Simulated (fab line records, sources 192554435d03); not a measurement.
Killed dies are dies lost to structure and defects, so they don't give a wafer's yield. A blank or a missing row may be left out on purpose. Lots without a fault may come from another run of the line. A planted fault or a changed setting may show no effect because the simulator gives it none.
Chamber matching | flow n5_finfet | N5_BEOL_M4_VIA_ETCH_34 on rie_diel-05: 4 sister chambers
The step etches the open film in C4F6/O2, target depth 69.4 nm, time 65.9 s. 16 wafers are shown with their chamber, then 8 later ones without.

WAFERS WITH THEIR CHAMBER
wafer  | chamber | rf_vpp_V (V) | throttle_valve_pct (%) | showerhead_plenum_p_Torr (Torr)
L075.2 | 3       | 661          | 30.82                  | 2.82
L075.5 | 1       | 688          | 30.60                  | 2.88
L075.6 | 0       | 658          | 30.89                  | 2.79
L076.3 | 0       | 657          | 30.88                  | 2.79
L076.4 | 3       | 660          | 30.82                  | 2.82
L076.6 | 1       | 686          | 30.58                  | 2.88
L083.1 | 1       | 687          | 30.58                  | 2.87
L083.3 | 3       | 662          | 30.82                  | 2.81
L083.4 | 0       | 657          | 30.89                  | 2.78
L084.1 | 3       | 661          | 30.84                  | 2.81
L084.2 | 1       | 686          | 30.60                  | 2.87
L084.4 | 0       | 658          | 30.90                  | 2.78
L088.4 | 3       | 661          | 30.83                  | 2.80
L088.5 | 2       | 634          | 30.84                  | 2.71
L088.6 | 3       | 663          | 30.83                  | 2.80
L089.2 | 3       | 663          | 30.83                  | 2.80

SIGNATURES (means of the wafers above)
reading                  | chamber 0 | chamber 1 | chamber 2 | chamber 3 | scatter within a chamber
rf_vpp_V                 | 657.50    | 686.75    | 634.00    | 661.57    | 0.977
throttle_valve_pct       | 30.8900   | 30.5900   | 30.8400   | 30.8271   | 0.00886
showerhead_plenum_p_Torr | 2.7850    | 2.8750    | 2.7100    | 2.8086    | 0.00756
Rule: a wafer's distance from a chamber is the root of the sum, over the readings, of the square of ((its reading less the chamber's mean) divided by the reading's scatter). The wafer belongs to the nearest chamber; if the next one is less than 2 further off, it can't be placed. The scatter: the root of (the sum of the squares of (reading less its chamber's mean) over the shown wafers, divided by (wafers less chambers)).

WAFERS WITHOUT THEIR CHAMBER
wafer  | rf_vpp_V (V) | throttle_valve_pct (%) | showerhead_plenum_p_Torr (Torr)
L089.5 | 661          | 30.82                  | 2.80
L089.6 | 633          | 30.82                  | 2.71
L095.2 | 633          | 30.84                  | 2.71
L095.4 | 687          | 30.62                  | 2.86
L095.5 | 662          | 30.84                  | 2.80
L097.3 | 656          | 30.93                  | 2.77
L097.4 | 634          | 30.84                  | 2.71
L097.6 | 661          | 30.85                  | 2.80

WHICH CHAMBER EACH WENT THROUGH
wafer  | from the rows above | in truth
L089.5 | 3                   | 3
L089.6 | 2                   | 2
L095.2 | 2                   | 2
L095.4 | 1                   | 1
L095.5 | 3                   | 3
L097.3 | 0                   | 0
L097.4 | 2                   | 2
L097.6 | 3                   | 3
Placed correctly: 8 of 8. Can't be placed from these rows: 0. Placed wrongly: 0.
